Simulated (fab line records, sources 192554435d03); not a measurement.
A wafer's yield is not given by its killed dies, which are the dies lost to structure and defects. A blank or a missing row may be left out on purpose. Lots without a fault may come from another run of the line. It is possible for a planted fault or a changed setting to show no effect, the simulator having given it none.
Problem report, 8D (eight disciplines) form, completed by code / flow n5 finfet / the parts of the form that need people (team, actions taken, sign-off) are left out

== 1. THE ISSUE ==
chamber pressure mTorr at N5_BEOL_M15_STRIP_63 reads a mean of 20.99 mTorr on 9 wafers of 3 lots; wafers without a fault read 30.00 mTorr with a standard deviation of 0.037. So: -99 or more standard deviations from the usual mean.
The step: strips in O2.
Seen first at day 16 23:00 on rie diel-03, wafer L293.2. The record holds 30 wafers of 10 lots with a number at this step. Rule for "out" (also "out of limits"): further than 4 standard deviations from the usual mean. The other wafers with a number count as sound.

== 2. WHAT IT IS, WHAT IT ISN'T ==
question=which readings at this step | is=chamber pressure mTorr | is not=drypump motor current A, oes product au, showerhead plenum p Torr, temp c, throttle valve pct
question=which lots | is=L289, L290, L293 | is not=L276, L277, L282, L283, L288, L295, L296
question=which wafers of those lots | is=all that have a number | is not=-
question=read on which tools | is=rie diel-03 | is not=rie diel-01, rie diel-06
question=when | is=from day 16 23:00 | is not=up to then (12 sound wafers); but 9 sound wafers of L288, L295, L296 came after

== 3. SUSPECTS, AND WHAT RULES EACH OUT ==
Counting: any tool at a process step up to the reading is kept as a suspect provided that every lot that is out went through it and no sound lot did after the first of them.
- rie diel-03 at N5_BEOL_M15_STRIP_63 (strips in O2): kept. Every lot that is out went through it, starting with L293 (day 16 23:00), and after that it ran no sound lot; the last sound lot it ran before then is L277 (day 14 14:00). Its own readings are out on those wafers: chamber pressure mTorr.
The count leaves rie diel-03 at N5_BEOL_M15_STRIP_63.

== 4. THE CAUSE (what the simulator had put in) ==
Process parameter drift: rie diel-03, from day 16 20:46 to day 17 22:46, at N5_BEOL_M15_STRIP_63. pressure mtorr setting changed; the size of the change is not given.
Only this tool survived the counting.

== 5. THE CHAIN OF EFFECTS, in route order ==
Each row: a reading where the mean over the struck wafers with a number is more than 3 standard deviations away from the usual. Scope: only readings with a usual standard deviation given in the record; hours: median across lots of the time from each lot's start at the first step in this table that gives one to its start at this step; sigmas: change in usual standard deviations.
hours=0; step=N5_BEOL_M15_STRIP_63; reading=chamber pressure mTorr; usual=30.00 mTorr; on struck wafers=20.99; change=-9.01; sigmas=-99 or more
Process steps it contains:
- N5_BEOL_M15_STRIP_63: strips in O2.

== 6. HOW IT WOULD HAVE BEEN CAUGHT EARLIER ==
2 hours passed between the start of the fault at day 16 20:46 and the first reading out of limits in this record, taken at day 16 23:00.
